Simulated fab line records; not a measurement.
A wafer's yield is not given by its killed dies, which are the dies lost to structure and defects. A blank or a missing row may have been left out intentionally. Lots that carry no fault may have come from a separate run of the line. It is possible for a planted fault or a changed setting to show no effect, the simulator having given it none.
Which of the tools did it?	flow nand-harc	23 lots with 69 wafers sampled at 6 steps, on a route of 1302 steps

== WHAT EACH GAUGE READ, for each wafer ==
Not one reading of a measure or inspect step in the record can be checked against a usual standard deviation.

== EACH LOT AND THE TOOL THAT RAN IT (in order: tool; ch and the chambers of the sampled wafers; start) ==
lot	NHARC_A_STAIRCASE_TRIM_235	NHARC_A_STAIRCASE_DESCUM_252	NHARC_A_STAIRCASE_HM_OPEN_460	NHARC_A_STAIRCASE_ETCH_294	NHARC_A_STAIRCASE_STRIP_295	NHARC_A_STAIRCASE_DEP_301
L074	rie-diel-03 ch 1,2, day 16 06:35 or earlier	rie-diel-13 ch 0,1,2, day 16 06:35	rie-diel-12 ch 0,1, day 17 03:56 or earlier	rie-diel-12 ch 0,1,2, day 17 03:56 or earlier	rie-diel-12 ch 0,2,3, day 17 03:56 or earlier	pecvd-03 ch 1,2, day 17 03:56
L075	rie-diel-03 ch 0,2,3, day 16 19:38 or earlier	rie-diel-12 ch 0,2,3, day 16 19:38	rie-diel-03 ch 0,1,2, day 17 16:44 or earlier	rie-diel-03 ch 0,1,3, day 17 16:44 or earlier	rie-diel-03 ch 0,1,3, day 17 16:44 or earlier	pecvd-01 ch 0,1,2, day 17 16:44
L077	rie-diel-13 ch 0,2, day 17 05:50 or earlier	rie-diel-13 ch 0,2, day 17 05:50	rie-diel-12 ch 0,2,3, day 18 00:41 or earlier	rie-diel-12 ch 0,2, day 18 00:41 or earlier	rie-diel-12 ch 0,1,3, day 18 00:41 or earlier	pecvd-04 ch 0,1, day 18 00:41
L076	rie-diel-13 ch 0,2,3, day 17 09:25 or earlier	rie-diel-12 ch 1,2,3, day 17 09:25	rie-diel-12 ch 0,2,3, day 18 04:49 or earlier	rie-diel-12 ch 0,1,3, day 18 04:49 or earlier	rie-diel-12 ch 0,2, day 18 04:49 or earlier	pecvd-01 ch 0,1,2, day 18 04:49
L078	rie-diel-03 ch 2,3, day 17 17:34 or earlier	rie-diel-13 ch 1,2,3, day 17 17:34	rie-diel-12 ch 0,1,3, day 18 09:54 or earlier	rie-diel-12 ch 1,3, day 18 09:54 or earlier	rie-diel-12 ch 1,3, day 18 09:54 or earlier	pecvd-01 ch 0,2, day 18 09:54
L080	rie-diel-03 ch 0,2, day 18 21:24 or earlier	rie-diel-13 ch 2,3, day 18 21:24	rie-diel-03 ch 1,3, day 19 13:26 or earlier	rie-diel-03 ch 1,3, day 19 13:26 or earlier	rie-diel-03 ch 0,1,2, day 19 13:26 or earlier	pecvd-04 ch 0,1,2, day 19 13:26
L079	rie-diel-12 ch 0,1,2, day 18 21:47 or earlier	rie-diel-13 ch 1,3, day 18 21:47	rie-diel-03 ch 0,3, day 19 17:03 or earlier	rie-diel-03 ch 0,1, day 19 17:03 or earlier	rie-diel-03 ch 1,2, day 19 17:03 or earlier	pecvd-04 ch 0,1,2, day 19 17:03
L081	rie-diel-13 ch 2,3, day 19 05:40 or earlier	rie-diel-03 ch 0,1,3, day 19 05:40	rie-diel-03 ch 0,1,3, day 20 01:51 or earlier	rie-diel-03 ch 0,3, day 20 01:51 or earlier	rie-diel-03 ch 1,2,3, day 20 01:51 or earlier	pecvd-01 ch 1,2, day 20 01:51
L082	rie-diel-13 ch 1,3, day 19 10:31 or earlier	rie-diel-12 ch 0,3, day 19 10:31	rie-diel-03 ch 2,3, day 20 02:52 or earlier	rie-diel-03 ch 0,1,2, day 20 02:52 or earlier	rie-diel-03 ch 0,1,3, day 20 02:52 or earlier	pecvd-01 ch 0,1, day 20 02:52
L083	rie-diel-13 ch 0,2,3, day 20 16:45 or earlier	rie-diel-13 ch 1,3, day 20 16:45	rie-diel-03 ch 0,3, day 21 15:43 or earlier	rie-diel-03 ch 0,3, day 21 15:43 or earlier	rie-diel-03 ch 1,3, day 21 15:43 or earlier	pecvd-03 ch 0,1,2, day 21 15:43
L085	rie-diel-12 ch 0,3, day 20 17:23 or earlier	rie-diel-03 ch 1,2, day 20 17:23	rie-diel-12 ch 0,1, day 21 16:39 or earlier	rie-diel-12 ch 0,1,2, day 21 16:39 or earlier	rie-diel-12 ch 0,1,3, day 21 16:39 or earlier	pecvd-04 ch 0,1,2, day 21 16:39
L084	rie-diel-03 ch 1,2, day 20 20:46 or earlier	rie-diel-03 ch 0,1,2, day 20 20:46	rie-diel-13 ch 0,1,3, day 21 22:34 or earlier	rie-diel-13 ch 0,2,3, day 21 22:34 or earlier	rie-diel-13 ch 1,2,3, day 21 22:34 or earlier	pecvd-04 ch 1,2, day 21 22:34
L086	rie-diel-13 ch 1,3, day 20 23:05 or earlier	rie-diel-13 ch 0,1,3, day 20 23:05	rie-diel-12 ch 0,1,3, day 21 22:59 or earlier	rie-diel-12 ch 0,1,2, day 21 22:59 or earlier	rie-diel-12 ch 0,2, day 21 22:59 or earlier	pecvd-03 ch 0,2, day 21 22:59
L087	rie-diel-12 ch 0,1, day 21 13:22 or earlier	rie-diel-12 ch 0,3, day 21 13:22	rie-diel-13 ch 0,3, day 22 15:10 or earlier	rie-diel-13 ch 1,2, day 22 15:10 or earlier	rie-diel-13 ch 0,1,2, day 22 15:10 or earlier	pecvd-01 ch 0,1,2, day 22 15:10
L088	rie-diel-13 ch 0,1, day 22 13:02 or earlier	rie-diel-03 ch 2,3, day 22 13:02	rie-diel-03 ch 1,2, day 23 09:56 or earlier	rie-diel-03 ch 1,2,3, day 23 09:56 or earlier	rie-diel-03 ch 0,3, day 23 09:56 or earlier	pecvd-01 ch 0,1,2, day 23 09:56
L090	rie-diel-12 ch 1,2, day 22 20:50 or earlier	rie-diel-03 ch 0,2, day 22 20:50	rie-diel-13 ch 0,1,3, day 23 11:49 or earlier	rie-diel-13 ch 0,2,3, day 23 11:49 or earlier	rie-diel-13 ch 0,2, day 23 11:49 or earlier	pecvd-04 ch 0,1,2, day 23 11:49
L091	rie-diel-03 ch 0,2, day 22 21:34 or earlier	rie-diel-12 ch 1,2,3, day 22 21:34	rie-diel-03 ch 1,2,3, day 23 12:32 or earlier	rie-diel-03 ch 0,2,3, day 23 12:32 or earlier	rie-diel-03 ch 0,1, day 23 12:32 or earlier	pecvd-01 ch 0,2, day 23 12:32
L089	rie-diel-13 ch 2,3, day 23 04:51 or earlier	rie-diel-12 ch 0,1, day 23 04:51	rie-diel-03 ch 0,1, day 23 19:22 or earlier	rie-diel-03 ch 2,3, day 23 19:22 or earlier	rie-diel-03 ch 0,1, day 23 19:22 or earlier	pecvd-04 ch 0,1,2, day 23 19:22
L092	rie-diel-12 ch 0,2,3, day 23 11:04 or earlier	rie-diel-03 ch 2,3, day 23 11:04	rie-diel-03 ch 0,1,2, day 24 04:35 or earlier	rie-diel-03 ch 0,3, day 24 04:35 or earlier	rie-diel-03 ch 0,1,3, day 24 04:35 or earlier	pecvd-01 ch 0,1, day 24 04:35
L093	rie-diel-13 ch 0,2,3, day 24 07:50 or earlier	rie-diel-13 ch 0,2, day 24 07:50	rie-diel-12 ch 0,3, day 25 03:53 or earlier	rie-diel-12 ch 0,1,2, day 25 03:53 or earlier	rie-diel-12 ch 1,2, day 25 03:53 or earlier	pecvd-03 ch 1,2, day 25 03:53
L094	rie-diel-03 ch 0,1, day 24 18:55 or earlier	rie-diel-12 ch 0,1,3, day 24 18:55	rie-diel-12 ch 1,2,3, day 25 14:30 or earlier	rie-diel-12 ch 1,2, day 25 14:30 or earlier	rie-diel-12 ch 1,3, day 25 14:30 or earlier	pecvd-03 ch 0,2, day 25 14:30
L095	rie-diel-03 ch 2,3, day 25 06:13 or earlier	rie-diel-03 ch 0,1,3, day 25 06:13	rie-diel-12 ch 2,3, day 26 00:28 or earlier	rie-diel-12 ch 0,2,3, day 26 00:28 or earlier	rie-diel-12 ch 0,1,3, day 26 00:28 or earlier	pecvd-03 ch 0,1,2, day 26 00:28
L096	rie-diel-12 ch 1,3, day 25 07:54 or earlier	rie-diel-12 ch 1,3, day 25 07:54	rie-diel-13 ch 1,3, day 26 01:48 or earlier	rie-diel-13 ch 0,1, day 26 01:48 or earlier	rie-diel-13 ch 1,3, day 26 01:48 or earlier	pecvd-04 ch 1,2, day 26 01:48
- NHARC_A_STAIRCASE_TRIM_235: chemistry O2, time 211.2 s.
- NHARC_A_STAIRCASE_DESCUM_252: chemistry O2, time 3 s.
- NHARC_A_STAIRCASE_HM_OPEN_460: chemistry O2/COS.
- NHARC_A_STAIRCASE_ETCH_294: etches the open film in C4F8/O2/Ar, target depth 4989 nm, time 1211.6 s.
- NHARC_A_STAIRCASE_STRIP_295: strips in O2.
- NHARC_A_STAIRCASE_DEP_301: deposits SiON, target thk 30 nm.

== AS READ BY THE TOOLS THEMSELVES (means over the sampled wafers that have a number; for cases with no such wafer, the mark the record gives instead) ==
NHARC_A_STAIRCASE_TRIM_235.
lot	tool	drypump-motor-current-A (A)	oes-product-au (a.u.)	rf-vpp-V (V)	showerhead-plenum-p-Torr (Torr)	throttle-valve-pct (%)
L074	rie-diel-03	5.1	0.992	58.2	3.57	17.040
L075	rie-diel-03	5.7	1.002	57.9	3.50	17.022
L077	rie-diel-13	6.0	0.995	58.3	3.55	17.032
L076	rie-diel-13	6.2	0.998	57.8	3.50	17.041
L078	rie-diel-03	5.8	1.000	57.4	3.49	17.038
L080	rie-diel-03	5.7	1.002	57.9	3.50	17.033
L079	rie-diel-12	6.2	1.007	57.4	3.39	17.039
L081	rie-diel-13	6.4	0.989	57.1	3.43	17.040
L082	rie-diel-13	6.5	1.006	58.2	3.35	17.035
L083	rie-diel-13	6.2	0.992	57.1	3.48	17.032
L085	rie-diel-12	6.0	0.993	58.2	3.65	17.035
L084	rie-diel-03	5.1	0.997	57.7	3.56	17.035
L086	rie-diel-13	6.5	1.003	57.2	3.31	17.042
L087	rie-diel-12	6.2	1.006	57.0	3.54	17.036
L088	rie-diel-13	6.1	0.996	57.0	3.45	17.040
L090	rie-diel-12	6.3	0.998	58.6	3.68	17.035
L091	rie-diel-03	5.7	1.004	58.1	3.49	17.044
L089	rie-diel-13	6.4	1.001	56.7	3.42	17.040
L092	rie-diel-12	6.1	1.005	57.8	3.54	17.036
L093	rie-diel-13	6.2	0.999	57.0	3.47	17.035
L094	rie-diel-03	5.5	1.009	58.3	3.68	17.035
L095	rie-diel-03	5.4	1.005	58.4	3.44	17.044
L096	rie-diel-12	6.1	1.001	57.5	3.77	17.038

NHARC_A_STAIRCASE_DESCUM_252.
lot	tool	drypump-motor-current-A (A)	oes-product-au (a.u.)	rf-vpp-V (V)	showerhead-plenum-p-Torr (Torr)	throttle-valve-pct (%)
L074	rie-diel-13	6.1	0.997	57.4	1.88	11.322
L075	rie-diel-12	6.1	0.994	57.6	1.93	11.310
L077	rie-diel-13	6.0	0.993	57.4	1.93	11.310
L076	rie-diel-12	6.2	1.000	57.9	1.90	11.318
L078	rie-diel-13	6.3	0.998	57.1	1.84	11.314
L080	rie-diel-13	6.2	0.988	58.3	1.89	11.314
L079	rie-diel-13	6.5	0.991	57.2	1.81	11.314
L081	rie-diel-03	5.8	0.996	57.3	1.96	11.323
L082	rie-diel-12	6.0	0.999	57.4	1.98	11.319
L083	rie-diel-13	6.5	0.991	57.2	1.80	11.308
L085	rie-diel-03	5.1	0.996	58.4	2.00	11.317
L084	rie-diel-03	5.4	0.992	57.0	1.94	11.301
L086	rie-diel-13	6.3	0.995	57.5	1.84	11.321
L087	rie-diel-12	6.0	0.998	57.9	1.98	11.303
L088	rie-diel-03	5.4	0.994	57.8	1.87	11.314
L090	rie-diel-03	5.3	1.000	57.9	1.87	11.314
L091	rie-diel-12	6.1	0.995	58.1	2.00	11.312
L089	rie-diel-12	6.2	1.003	58.6	1.92	11.318
L092	rie-diel-03	5.8	1.001	57.7	1.88	11.322
L093	rie-diel-13	6.0	0.996	57.6	1.91	11.311
L094	rie-diel-12	6.1	1.011	58.8	1.98	11.311
L095	rie-diel-03	5.8	0.995	57.3	1.94	11.318
L096	rie-diel-12	6.0	1.005	58.3	2.05	11.303

NHARC_A_STAIRCASE_HM_OPEN_460.
lot	tool	drypump-motor-current-A (A)	oes-product-au (a.u.)	rf-vpp-V (V)	showerhead-plenum-p-Torr (Torr)	throttle-valve-pct (%)
L074	rie-diel-12	6.2	1.002	464	2.98	28.327
L075	rie-diel-03	5.4	1.006	468	3.18	28.325
L077	rie-diel-12	6.1	1.002	468	3.16	28.322
L076	rie-diel-12	6.1	1.007	468	3.16	28.330
L078	rie-diel-12	6.1	1.008	467	3.09	28.334
L080	rie-diel-03	5.9	1.010	469	3.18	28.327
L079	rie-diel-03	6.1	1.002	467	3.11	28.317
L081	rie-diel-03	5.8	0.994	469	3.18	28.333
L082	rie-diel-03	5.4	1.004	466	3.06	28.319
L083	rie-diel-03	6.1	1.007	468	3.10	28.331
L085	rie-diel-12	6.2	1.002	467	3.13	28.330
L084	rie-diel-13	6.4	0.992	464	3.00	28.331
L086	rie-diel-12	6.1	1.006	470	3.23	28.323
L087	rie-diel-13	6.2	0.998	466	3.08	28.325
L088	rie-diel-03	5.1	1.007	468	3.14	28.335
L090	rie-diel-13	6.3	1.000	468	3.15	28.329
L091	rie-diel-03	5.5	1.003	468	3.15	28.332
L089	rie-diel-03	5.7	1.000	468	3.18	28.331
L092	rie-diel-03	5.4	1.003	468	3.16	28.327
L093	rie-diel-12	6.0	0.998	469	3.21	28.336
L094	rie-diel-12	6.2	1.004	470	3.24	28.332
L095	rie-diel-12	6.0	1.012	469	3.22	28.329
L096	rie-diel-13	6.6	0.998	466	3.09	28.327

NHARC_A_STAIRCASE_ETCH_294.
lot	tool	oes-product-au (a.u.)	rf-vpp-V (V)
L074	rie-diel-12	0.925	1817
L075	rie-diel-03	0.923	1833
L077	rie-diel-12	0.937	1823
L076	rie-diel-12	0.935	1824
L078	rie-diel-12	0.929	1820
L080	rie-diel-03	0.937	1832
L079	rie-diel-03	0.928	1832
L081	rie-diel-03	0.943	1825
L082	rie-diel-03	0.927	1831
L083	rie-diel-03	0.926	1825
L085	rie-diel-12	0.926	1829
L084	rie-diel-13	0.933	1823
L086	rie-diel-12	0.935	1829
L087	rie-diel-13	0.930	1815
L088	rie-diel-03	0.931	1828
L090	rie-diel-13	0.935	1822
L091	rie-diel-03	0.946	1823
L089	rie-diel-03	0.947	1822
L092	rie-diel-03	0.939	1823
L093	rie-diel-12	0.946	1827
L094	rie-diel-12	0.934	1837
L095	rie-diel-12	0.933	1827
L096	rie-diel-13	0.957	1840

NHARC_A_STAIRCASE_STRIP_295.
lot	tool	drypump-motor-current-A (A)	oes-product-au (a.u.)	rf-vpp-V (V)	showerhead-plenum-p-Torr (Torr)	throttle-valve-pct (%)
L074	rie-diel-12	6.1	1.005	57.8	3.56	17.034
L075	rie-diel-03	5.8	0.996	59.2	3.61	17.032
L077	rie-diel-12	6.1	1.000	58.4	3.49	17.046
L076	rie-diel-12	6.3	1.006	57.6	3.47	17.030
L078	rie-diel-12	6.0	1.005	58.3	3.61	17.037
L080	rie-diel-03	5.4	0.999	57.4	3.59	17.032
L079	rie-diel-03	5.1	0.992	58.3	3.56	17.039
L081	rie-diel-03	5.4	1.003	57.2	3.58	17.043
L082	rie-diel-03	5.8	1.002	58.4	3.60	17.033
L083	rie-diel-03	5.8	0.997	58.1	3.58	17.037
L085	rie-diel-12	6.1	1.010	57.7	3.66	17.039
L084	rie-diel-13	6.4	1.002	57.3	3.39	17.039
L086	rie-diel-12	6.2	1.000	56.4	3.42	17.042
L087	rie-diel-13	6.2	0.995	57.5	3.45	17.030
L088	rie-diel-03	6.1	1.009	57.9	3.49	17.045
L090	rie-diel-13	6.0	1.003	58.1	3.53	17.033
L091	rie-diel-03	5.5	1.002	58.3	3.68	17.035
L089	rie-diel-03	5.5	1.000	58.7	3.68	17.037
L092	rie-diel-03	5.8	0.999	58.0	3.58	17.039
L093	rie-diel-12	6.3	1.004	57.5	3.56	17.032
L094	rie-diel-12	6.1	0.999	58.6	3.77	17.044
L095	rie-diel-12	6.1	0.999	58.4	3.64	17.034
L096	rie-diel-13	6.5	1.000	58.0	3.50	17.032

NHARC_A_STAIRCASE_DEP_301.
lot	tool	heater-power-outer-w (W)	heater-power-w (W)
L074	pecvd-03	478	762
L075	pecvd-01	478	802
L077	pecvd-04	339	620
L076	pecvd-01	490	797
L078	pecvd-01	453	776
L080	pecvd-04	394	704
L079	pecvd-04	370	661
L081	pecvd-01	480	750
L082	pecvd-01	497	849
L083	pecvd-03	499	780
L085	pecvd-04	365	661
L084	pecvd-04	410	724
L086	pecvd-03	559	903
L087	pecvd-01	480	790
L088	pecvd-01	497	811
L090	pecvd-04	358	656
L091	pecvd-01	458	784
L089	pecvd-04	392	697
L092	pecvd-01	563	885
L093	pecvd-03	413	694
L094	pecvd-03	534	824
L095	pecvd-03	488	787
L096	pecvd-04	347	617

== THE ANSWER, worked out from the rows above alone ==
Rule: the usual values come from the lots themselves. Put in order of their means at a reading, lots are off if they are a third of the lots or fewer, leave a main group of 4 or more, and stand apart from it by a gap of 3 or more times the standard deviation of the main group's means; of several such gaps the widest counts. If all means in a main group match to the digits the tables above print for the reading, that group is not used. Also off: a lot with no number at a reading for which 4 or more lots have one. Any other lot the step has rows for is counted as sound. The gauges are gone through in route order, then the tools' own readings, and for those a lot's mean is taken as printed above. At the first step where some lot is off, the reading lying furthest off is the one used; lots without a number count as furthest.
Across all readings shown, no lot is off: no conclusion can be drawn from this.

== WHAT HAD BEEN PUT IN BY THE SIMULATOR ==
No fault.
